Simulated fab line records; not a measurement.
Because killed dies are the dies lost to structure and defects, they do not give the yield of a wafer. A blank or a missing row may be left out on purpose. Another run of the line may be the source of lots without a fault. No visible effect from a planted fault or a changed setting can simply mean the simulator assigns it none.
Lot-split experiment + flow n5Finfet + on a route of 1938 steps: 7 lots, 39 wafers read

## ON THE SPLIT
At N5_BEOL_M0_SAQP_CUT_ETCH_46 (etches SOC in N2/H2, target depth 135 nm, overetch 27 nm, time 202.5 s), the setting targetDepthA was moved away from the recipe's 1350 angstrom on 15 of the 39 wafers read, by -49.6% to +57.2%. The other wafers ran this setting at the recipe's value.

Reading taken at the split's own step.

## THE READING
BEOL_M0_SAQP.cdNm (the simulator's own value, which no gauge read), in nm, at N5_BEOL_M0_SAQP_CUT_ETCH_46 (etches SOC in N2/H2, target depth 135 nm, overetch 27 nm, time 202.5 s). There is no usual value for it anywhere in the file. The 24 wafers here that ran the recipe average 30.0 nm, standard deviation 0.3 nm.

| wafer  | tool, chamber at the split | targetDepthA as run, angstrom | against the recipe | BEOL_M0_SAQP.cdNm, nm | against lot-mates on the recipe |
|--------|----------------------------|-------------------------------|--------------------|-----------------------|---------------------------------|
| L079.1 | rieDiel-03, 3              | 1350                          | recipe             | 29.8                  | -                               |
| L079.2 | rieDiel-03, 2              | 2122                          | +57.2%             | 33.4                  | +3.5                            |
| L079.3 | rieDiel-03, 0              | 1350                          | recipe             | 30                    | -                               |
| L079.4 | rieDiel-03, 1              | 1350                          | recipe             | 30                    | -                               |
| L079.5 | rieDiel-03, 2              | 2122                          | +57.2%             | 33.4                  | +3.5                            |
| L079.6 | rieDiel-03, 3              | 2122                          | +57.2%             | 33.6                  | +3.7                            |
| L084.1 | rieDiel-03, 1              | 1350                          | recipe             | 30                    | -                               |
| L084.2 | rieDiel-03, 3              | 1350                          | recipe             | 29.8                  | -                               |
| L084.3 | rieDiel-03, 2,3,2          | 680.9                         | -49.6%             | 28.4                  | -1.5                            |
| L084.5 | rieDiel-03, 2,3,2          | 680.9                         | -49.6%             | 28.4                  | -1.5                            |
| L084.6 | rieDiel-03, 2,3,2          | 680.9                         | -49.6%             | 28.4                  | -1.5                            |
| L084.4 | rieDiel-03, 0              | 1350                          | recipe             | 30                    | -                               |
| L088.1 | rieDiel-02, 1              | 1350                          | recipe             | 30                    | -                               |
| L088.2 | rieDiel-02, 3              | 1350                          | recipe             | 30.6                  | -                               |
| L088.3 | rieDiel-02, 2              | 1350                          | recipe             | 30.2                  | -                               |
| L088.4 | rieDiel-02, 2              | 1350                          | recipe             | 30.4                  | -                               |
| L088.5 | rieDiel-02, 3              | 1350                          | recipe             | 30.4                  | -                               |
| L088.6 | rieDiel-02, 1              | 1350                          | recipe             | 30.4                  | -                               |
| L089.1 | rieDiel-02, 1              | 1554                          | +15.1%             | 30.2                  | +0.3                            |
| L089.2 | rieDiel-02, 3              | 1350                          | recipe             | 30                    | -                               |
| L089.3 | rieDiel-02, 2              | 1554                          | +15.1%             | 30.6                  | +0.7                            |
| L089.4 | rieDiel-02, 3              | 1350                          | recipe             | 30.2                  | -                               |
| L089.5 | rieDiel-02, 2              | 1350                          | recipe             | 29.4                  | -                               |
| L089.6 | rieDiel-02, 1              | 1554                          | +15.1%             | 30.4                  | +0.5                            |
| L092.1 | rieDiel-03, 1              | 2088                          | +54.7%             | 33.2                  | +3.1                            |
| L092.2 | rieDiel-03, 0              | 1350                          | recipe             | 29.8                  | -                               |
| L092.3 | rieDiel-03, 2              | 1350                          | recipe             | 30.2                  | -                               |
| L092.4 | rieDiel-03, 3              | 1350                          | recipe             | 30.2                  | -                               |
| L092.5 | rieDiel-03, 0              | 2088                          | +54.7%             | 34                    | +3.9                            |
| L092.6 | rieDiel-03, 1              | 2088                          | +54.7%             | 33.4                  | +3.3                            |
| L094.1 | rieDiel-06, 2              | 1350                          | recipe             | 29.6                  | -                               |
| L094.4 | rieDiel-06, 1              | 1350                          | recipe             | 29.8                  | -                               |
| L094.6 | rieDiel-06, 2              | 1350                          | recipe             | 29.4                  | -                               |
| L096.1 | rieDiel-06, 2              | 1350                          | recipe             | 30.2                  | -                               |
| L096.2 | rieDiel-06, 1,0            | 1731                          | +28.2%             | 31.2                  | +1.0                            |
| L096.3 | rieDiel-06, 1,0            | 1731                          | +28.2%             | 31.2                  | +1.0                            |
| L096.4 | rieDiel-06, 3              | 1350                          | recipe             | 30.2                  | -                               |
| L096.5 | rieDiel-06, 1              | 1731                          | +28.2%             | 31                    | +0.8                            |
| L096.6 | rieDiel-06, 0              | 1350                          | recipe             | 30.2                  | -                               |
If several chambers appear in one row, that row covers several wafers at once and the file leaves open which wafer was in which chamber.

FIT RESULTS
A straight line over all 39 wafers: BEOL_M0_SAQP.cdNm changes by +0.0507 nm for each +1% of targetDepthA; r = +0.95; the points scatter about the line by 0.46 nm.
The same after taking each lot's own level away (the mean of its wafers on the recipe; 39 wafers): +0.0502 nm for each +1%; r = +0.95; scatter 0.44 nm.
On that fit, the largest move of targetDepthA shifts the reading by 2.9 nm.
The span of the lots' own levels, 29.60 to 30.33 nm, comes to 2.5 times the standard deviation stated above.
So the lot-to-lot level changes the slope little: the two slopes agree.
Check: for one of the wafers moved furthest among these (+57.2%), held out of the fit, the line's prediction against its lot-mates is +2.93 nm. It came out at +3.47 nm against them.

## OTHER SPLITS ON THESE WAFERS
These wafers also went through other splits before the reading. Each is held against what the fit with the lots' levels taken away leaves over:
| other split on the same wafers            | wafers away from the commonest value | r with BEOL_M0_SAQP.cdNm (lot level and that fit taken away) |
|-------------------------------------------|--------------------------------------|--------------------------------------------------------------|
| N5_ZERO_LAYER_PECVD_02 timeS              | 6                                    | -0.14                                                        |
| N5_FIN_SAQP_SPACER1_ALD_24 aldCycles      | 15                                   | +0.20                                                        |
| N5_HKMG_FIN_ETCH_32 targetDepthA          | 15                                   | -0.06                                                        |
| N5_MOL_CONTACT_COAG_ETCH_106 targetDepthA | 12                                   | +0.16                                                        |

## THE WHOLE CHAIN: every reading that the file lists as answering this split, in the file's order
| step                        | what it does                                                           | reading                                                                              | change (the file's fit)                | r (the file's) |
|-----------------------------|------------------------------------------------------------------------|--------------------------------------------------------------------------------------|----------------------------------------|----------------|
| N5_BEOL_M0_SAQP_CUT_ETCH_46 | etches SOC in N2/H2, target depth 135 nm, overetch 27 nm, time 202.5 s | SiARC_of_BEOL_M0_SAQP_COAT_72.thkNm (the simulator's own value, which no gauge read) | -0.0816 nm for each +1% of the setting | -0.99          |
| N5_BEOL_M0_SAQP_CUT_ETCH_46 | etches SOC in N2/H2, target depth 135 nm, overetch 27 nm, time 202.5 s | BEOL_M0_SAQP.cdNm (the simulator's own value, which no gauge read)                   | +0.0515 nm for each +1% of the setting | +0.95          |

## THE FILE'S OWN FIT
BEOL_M0_SAQP.cdNm changes by +0.0515 nm for each +1% of targetDepthA, r = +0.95.
